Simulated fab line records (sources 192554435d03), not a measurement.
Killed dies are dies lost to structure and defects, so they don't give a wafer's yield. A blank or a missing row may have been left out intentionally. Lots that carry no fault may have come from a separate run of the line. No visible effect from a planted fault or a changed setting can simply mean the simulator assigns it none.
Split-lot experiment -- flow n5-finfet -- 7 lots, 21 wafers read, on a route of 1938 steps

ON THE SPLIT
At N5_SD_EPI_N_PEB_07 (peb time 60 s), the setting peb-time-s was moved away from the recipe's 60 s on 6 of the 21 wafers read, by -21.6% to +10.1%. All remaining wafers had this setting at the recipe value.

FROM SPLIT TO READING: 1 step shown by the file between the two
- N5_SD_EPI_N_DEVELOP_08: develop time 30 s (also split here: develop-time-s)

THE READING
cd-nm, in nm, at N5_SD_EPI_N_CD_MEAS_09 (target cd 120 nm). Typical for fault-free wafers on this fab line: 120.2 nm, with standard deviation 0.75 nm.

wafer,"tool, chamber at the split","peb-time-s as run, s",against the recipe,"cd-nm, nm",against lot-mates on the recipe
L074.1,"litho-track-04, 0",60,recipe,119.7,-
L074.3,"litho-track-04, 0",64.16,+6.9%,122.6,+2.4
L074.5,"litho-track-04, 0",60,recipe,120.7,-
L078.1,"litho-track-03, 0",60,recipe,121.2,-
L078.2,"litho-track-03, 0",60,recipe,120.0,-
L078.5,"litho-track-03, 0",60,recipe,120.0,-
L080.1,"litho-track-03, 0",66.07,+10.1%,123.2,+3.9
L080.3,"litho-track-03, 0",60,recipe,119.3,-
L080.4,"litho-track-03, 0",66.07,+10.1%,122.9,+3.6
L086.1,"litho-track-04, 0",60,recipe,120.9,-
L086.3,"litho-track-04, 0",64.29,+7.2%,124.2,+3.3
L086.4,"litho-track-04, 0",64.29,+7.2%,124.2,+3.3
L087.1,"litho-track-03, 0",60,recipe,120.8,-
L087.2,"litho-track-03, 0",60,recipe,120.7,-
L087.3,"litho-track-03, 0",60,recipe,119.8,-
L088.1,"litho-track-03, 0",60,recipe,120.2,-
L088.2,"litho-track-03, 0",60,recipe,119.5,-
L088.3,"litho-track-03, 0",47.02,-21.6%,111.8,-8.0
L096.2,"litho-track-05, 0",60,recipe,119.6,-
L096.3,"litho-track-05, 0",60,recipe,118.7,-
L096.6,"litho-track-05, 0",60,recipe,117.8,-

FIT RESULTS
A straight line over all 21 wafers: cd-nm changes by +0.385 nm for each +1% of peb-time-s; r = +0.94; the points scatter about the line by 0.95 nm.
The same after taking each lot's own level away (the mean of its wafers on the recipe; 21 wafers): +0.38 nm for each +1%; r = +0.98; scatter 0.5 nm.
On that fit, the largest move of peb-time-s shifts the reading by 8.2 nm.
Measured against the standard deviation above, the lots' own levels, which go from 118.70 to 120.90 nm, span 2.9 times it.
So the lot-to-lot level changes the slope little: the two slopes agree.
Check: for one of the wafers moved furthest among these (-21.6%), held out of the fit, the line's prediction against its lot-mates is -8.47 nm. It came out at -8.05 nm against them.

ADDITIONAL SPLITS CARRIED BY THESE WAFERS
Before the reading, these wafers also passed through other splits. Each is held against what the fit with the lots' levels taken away leaves over:
other split on the same wafers,wafers away from the commonest value,r with cd-nm (lot level and that fit taken away)
N5_SD_EPI_N_DEVELOP_08 develop-time-s,6,+0.37

THE WHOLE CHAIN: every reading that the file lists as answering this split, in the file's order
step,what it does,reading,change (the file's fit),r (the file's)
N5_SD_EPI_N_CD_MEAS_09,target cd 120 nm,cd-nm,+0.374 nm for each +1% of the setting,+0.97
N5_SD_EPI_N_DESCUM_14,"chemistry O2, time 7.9 s","SD_EPI_N.cd-nm (the simulator's own value, which no gauge read)",+0.368 nm for each +1% of the setting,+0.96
N5_SD_EPI_N_ETCH_35,"etches SOC in N2/H2, overetch 108 nm, time 486 s","SD_EPI_N.cd-nm (the simulator's own value, which no gauge read)",+0.387 nm for each +1% of the setting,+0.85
N5_SD_EPI_N_ETCH_16,"etches SiO2 in CHF3/O2, target depth 5 nm","SD_EPI_N.cd-nm (the simulator's own value, which no gauge read)",+0.376 nm for each +1% of the setting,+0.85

FILE'S OWN FIT
cd-nm changes by +0.374 nm for each +1% of peb-time-s, r = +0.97.
